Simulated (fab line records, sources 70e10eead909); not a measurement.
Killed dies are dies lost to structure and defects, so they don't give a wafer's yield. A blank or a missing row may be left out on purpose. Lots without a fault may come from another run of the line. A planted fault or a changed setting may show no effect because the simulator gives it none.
Chamber matching | flow nand_harc | NHARC_A_STAIRCASE_ETCH_271 on rie_diel-04: 4 sister chambers
The step etches the open film in CF4/CHF3. 14 wafers are shown with their chamber, then 7 later ones without.

WAFERS WITH THEIR CHAMBER
wafer  | chamber | showerhead_plenum_p_Torr (Torr) | drypump_motor_current_A (A) | rf_vpp_V (V)
L076.1 | 1       | 1.48                            | 5.7                         | 368.9
L076.2 | 3       | 1.46                            | 6.2                         | 367.0
L076.3 | 2       | 1.70                            | 5.9                         | 373.6
L078.2 | 3       | 1.46                            | 6.3                         | 365.6
L078.5 | 1       | 1.48                            | 5.7                         | 368.4
L078.6 | 0       | 1.54                            | 5.7                         | 369.8
L079.1 | 1       | 1.48                            | 5.7                         | 368.6
L079.5 | 2       | 1.69                            | 5.9                         | 373.3
L079.6 | 1       | 1.48                            | 5.7                         | 368.1
L087.1 | 1       | 1.47                            | 5.7                         | 366.3
L087.3 | 2       | 1.69                            | 5.9                         | 374.6
L087.4 | 0       | 1.53                            | 5.7                         | 367.3
L091.3 | 1       | 1.47                            | 5.7                         | 367.3
L091.5 | 2       | 1.69                            | 5.9                         | 373.2

SIGNATURES (means of the wafers above)
reading                  | chamber 0 | chamber 1 | chamber 2 | chamber 3 | scatter within a chamber
showerhead_plenum_p_Torr | 1.5350    | 1.4767    | 1.6925    | 1.4600    | 0.00508
drypump_motor_current_A  | 5.700     | 5.700     | 5.900     | 6.250     | 0.0224
rf_vpp_V                 | 368.550   | 367.933   | 373.675   | 366.300   | 1
Rule: a wafer's distance from a chamber is the root of the sum, over the readings, of the square of ((its reading less the chamber's mean) divided by the reading's scatter). The wafer belongs to the nearest chamber; if the next one is less than 2 further off, it can't be placed. The scatter: the root of (the sum of the squares of (reading less its chamber's mean) over the shown wafers, divided by (wafers less chambers)).

WAFERS WITHOUT THEIR CHAMBER
wafer  | showerhead_plenum_p_Torr (Torr) | drypump_motor_current_A (A) | rf_vpp_V (V)
L091.6 | 1.45                            | 6.2                         | 367.6
L092.1 | 1.47                            | 5.7                         | 366.2
L092.2 | 1.69                            | 6.0                         | 373.8
L092.5 | 1.69                            | 6.0                         | 374.0
L094.1 | 1.53                            | 5.7                         | 369.0
L094.2 | 1.68                            | 5.9                         | 375.8
L094.5 | 1.70                            | 6.2                         | 375.3

WHICH CHAMBER EACH WENT THROUGH
wafer  | from the rows above | in truth
L091.6 | 3                   | 3
L092.1 | 1                   | 1
L092.2 | 2                   | 2
L092.5 | 2                   | 2
L094.1 | 0                   | 0
L094.2 | 2                   | 2
L094.5 | 2                   | 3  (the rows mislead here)
Placed correctly: 6 of 7. Can't be placed from these rows: 0. Placed wrongly: 1.
